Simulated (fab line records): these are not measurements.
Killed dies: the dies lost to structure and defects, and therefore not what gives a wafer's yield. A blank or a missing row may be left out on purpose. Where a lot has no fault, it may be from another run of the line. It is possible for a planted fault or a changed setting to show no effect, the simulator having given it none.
Chamber matching || flow n5Finfet || N5_BEOL_M8_DEP_56 on pecvd-03: 3 sister chambers
The step deposits SiCN from 3MS/NH3, target thk 10 nm, time 17.5 s. 20 wafers are shown with their chamber, then 10 later ones without.

## WAFERS PAIRED WITH THEIR CHAMBERS
{"wafer": "L074.2", "chamber": 0, "showerheadPlenumPTorr (Torr)": 3.648, "chamberPressureTorr (Torr)": 2.998, "throttleValvePct (%)": 8.6}
{"wafer": "L074.3", "chamber": 2, "showerheadPlenumPTorr (Torr)": 3.677, "chamberPressureTorr (Torr)": 3.009, "throttleValvePct (%)": 9.3}
{"wafer": "L074.6", "chamber": 2, "showerheadPlenumPTorr (Torr)": 3.650, "chamberPressureTorr (Torr)": 2.998, "throttleValvePct (%)": 8.7}
{"wafer": "L076.1", "chamber": 2, "showerheadPlenumPTorr (Torr)": 3.661, "chamberPressureTorr (Torr)": 3.003, "throttleValvePct (%)": 9.1}
{"wafer": "L076.4", "chamber": 1, "showerheadPlenumPTorr (Torr)": 3.667, "chamberPressureTorr (Torr)": 3.005, "throttleValvePct (%)": 9.0}
{"wafer": "L076.6", "chamber": 1, "showerheadPlenumPTorr (Torr)": 3.662, "chamberPressureTorr (Torr)": 3.005, "throttleValvePct (%)": 8.7}
{"wafer": "L080.1", "chamber": 2, "showerheadPlenumPTorr (Torr)": 3.660, "chamberPressureTorr (Torr)": 3.002, "throttleValvePct (%)": 8.9}
{"wafer": "L080.3", "chamber": 0, "showerheadPlenumPTorr (Torr)": 3.650, "chamberPressureTorr (Torr)": 2.992, "throttleValvePct (%)": 9.1}
{"wafer": "L080.4", "chamber": 2, "showerheadPlenumPTorr (Torr)": 3.670, "chamberPressureTorr (Torr)": 3.000, "throttleValvePct (%)": 9.1}
{"wafer": "L083.1", "chamber": 0, "showerheadPlenumPTorr (Torr)": 3.657, "chamberPressureTorr (Torr)": 3.004, "throttleValvePct (%)": 8.8}
{"wafer": "L083.5", "chamber": 1, "showerheadPlenumPTorr (Torr)": 3.669, "chamberPressureTorr (Torr)": 3.000, "throttleValvePct (%)": 8.8}
{"wafer": "L083.6", "chamber": 0, "showerheadPlenumPTorr (Torr)": 3.654, "chamberPressureTorr (Torr)": 2.997, "throttleValvePct (%)": 9.1}
{"wafer": "L085.1", "chamber": 1, "showerheadPlenumPTorr (Torr)": 3.649, "chamberPressureTorr (Torr)": 2.993, "throttleValvePct (%)": 9.1}
{"wafer": "L085.4", "chamber": 0, "showerheadPlenumPTorr (Torr)": 3.653, "chamberPressureTorr (Torr)": 3.006, "throttleValvePct (%)": 9.3}
{"wafer": "L085.5", "chamber": 2, "showerheadPlenumPTorr (Torr)": 3.662, "chamberPressureTorr (Torr)": 2.998, "throttleValvePct (%)": 9.2}
{"wafer": "L087.3", "chamber": 2, "showerheadPlenumPTorr (Torr)": 3.663, "chamberPressureTorr (Torr)": 3.003, "throttleValvePct (%)": 8.9}
{"wafer": "L087.4", "chamber": 0, "showerheadPlenumPTorr (Torr)": 3.647, "chamberPressureTorr (Torr)": 3.011, "throttleValvePct (%)": 9.0}
{"wafer": "L087.6", "chamber": 1, "showerheadPlenumPTorr (Torr)": 3.654, "chamberPressureTorr (Torr)": 2.995, "throttleValvePct (%)": 9.0}
{"wafer": "L089.1", "chamber": 2, "showerheadPlenumPTorr (Torr)": 3.663, "chamberPressureTorr (Torr)": 3.004, "throttleValvePct (%)": 9.0}
{"wafer": "L089.2", "chamber": 0, "showerheadPlenumPTorr (Torr)": 3.647, "chamberPressureTorr (Torr)": 2.979, "throttleValvePct (%)": 9.0}

SIGNATURES (means of the wafers above)
{"reading": "showerheadPlenumPTorr", "chamber 0": 3.65086, "chamber 1": 3.66020, "chamber 2": 3.66325, "scatter within a chamber": 0.0069}
{"reading": "chamberPressureTorr", "chamber 0": 2.99814, "chamber 1": 2.99960, "chamber 2": 3.00212, "scatter within a chamber": 0.0072}
{"reading": "throttleValvePct", "chamber 0": 8.986, "chamber 1": 8.920, "chamber 2": 9.025, "scatter within a chamber": 0.199}
Rule: a wafer's distance from a chamber is the root of the sum, over the readings, of the square of ((its reading less the chamber's mean) divided by the reading's scatter). If the next closest chamber is less than 2 further off than the closest, the wafer can't be placed; otherwise it belongs to the closest. The scatter: the root of (the sum of the squares of (reading less its chamber's mean) over the shown wafers, divided by (wafers less chambers)).

## WAFERS WITHOUT THEIR CHAMBER
{"wafer": "L089.4", "showerheadPlenumPTorr (Torr)": 3.665, "chamberPressureTorr (Torr)": 2.996, "throttleValvePct (%)": 9.2}
{"wafer": "L093.2", "showerheadPlenumPTorr (Torr)": 3.668, "chamberPressureTorr (Torr)": 2.992, "throttleValvePct (%)": 9.2}
{"wafer": "L093.5", "showerheadPlenumPTorr (Torr)": 3.660, "chamberPressureTorr (Torr)": 2.986, "throttleValvePct (%)": 9.1}
{"wafer": "L093.6", "showerheadPlenumPTorr (Torr)": 3.642, "chamberPressureTorr (Torr)": 3.004, "throttleValvePct (%)": 8.8}
{"wafer": "L094.1", "showerheadPlenumPTorr (Torr)": 3.661, "chamberPressureTorr (Torr)": 3.002, "throttleValvePct (%)": 8.9}
{"wafer": "L094.4", "showerheadPlenumPTorr (Torr)": 3.661, "chamberPressureTorr (Torr)": 3.009, "throttleValvePct (%)": 9.0}
{"wafer": "L094.6", "showerheadPlenumPTorr (Torr)": 3.656, "chamberPressureTorr (Torr)": 2.996, "throttleValvePct (%)": 8.8}
{"wafer": "L097.1", "showerheadPlenumPTorr (Torr)": 3.659, "chamberPressureTorr (Torr)": 3.000, "throttleValvePct (%)": 9.0}
{"wafer": "L097.2", "showerheadPlenumPTorr (Torr)": 3.645, "chamberPressureTorr (Torr)": 3.007, "throttleValvePct (%)": 9.2}
{"wafer": "L097.6", "showerheadPlenumPTorr (Torr)": 3.657, "chamberPressureTorr (Torr)": 3.002, "throttleValvePct (%)": 9.1}

## EACH ONE'S CHAMBER
{"wafer": "L089.4", "from the rows above": "can't be placed: 2 or 1 or 0", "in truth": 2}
{"wafer": "L093.2", "from the rows above": "can't be placed: 2 or 1 or 0", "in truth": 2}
{"wafer": "L093.5", "from the rows above": "can't be placed: 1 or 0 or 2", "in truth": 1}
{"wafer": "L093.6", "from the rows above": "can't be placed: 0 or 1 or 2", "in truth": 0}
{"wafer": "L094.1", "from the rows above": "can't be placed: 1 or 2 or 0", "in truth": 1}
{"wafer": "L094.4", "from the rows above": "can't be placed: 2 or 1 or 0", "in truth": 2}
{"wafer": "L094.6", "from the rows above": "can't be placed: 1 or 0 or 2", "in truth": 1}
{"wafer": "L097.1", "from the rows above": "can't be placed: 1 or 2 or 0", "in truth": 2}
{"wafer": "L097.2", "from the rows above": "can't be placed: 0 or 1 or 2", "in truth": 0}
{"wafer": "L097.6", "from the rows above": "can't be placed: 2 or 1 or 0", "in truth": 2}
Correct placement for 0 of the 10. Unplaceable from these rows: 10, with the true chamber sitting among the candidates in 10. Wrongly placed: 0.
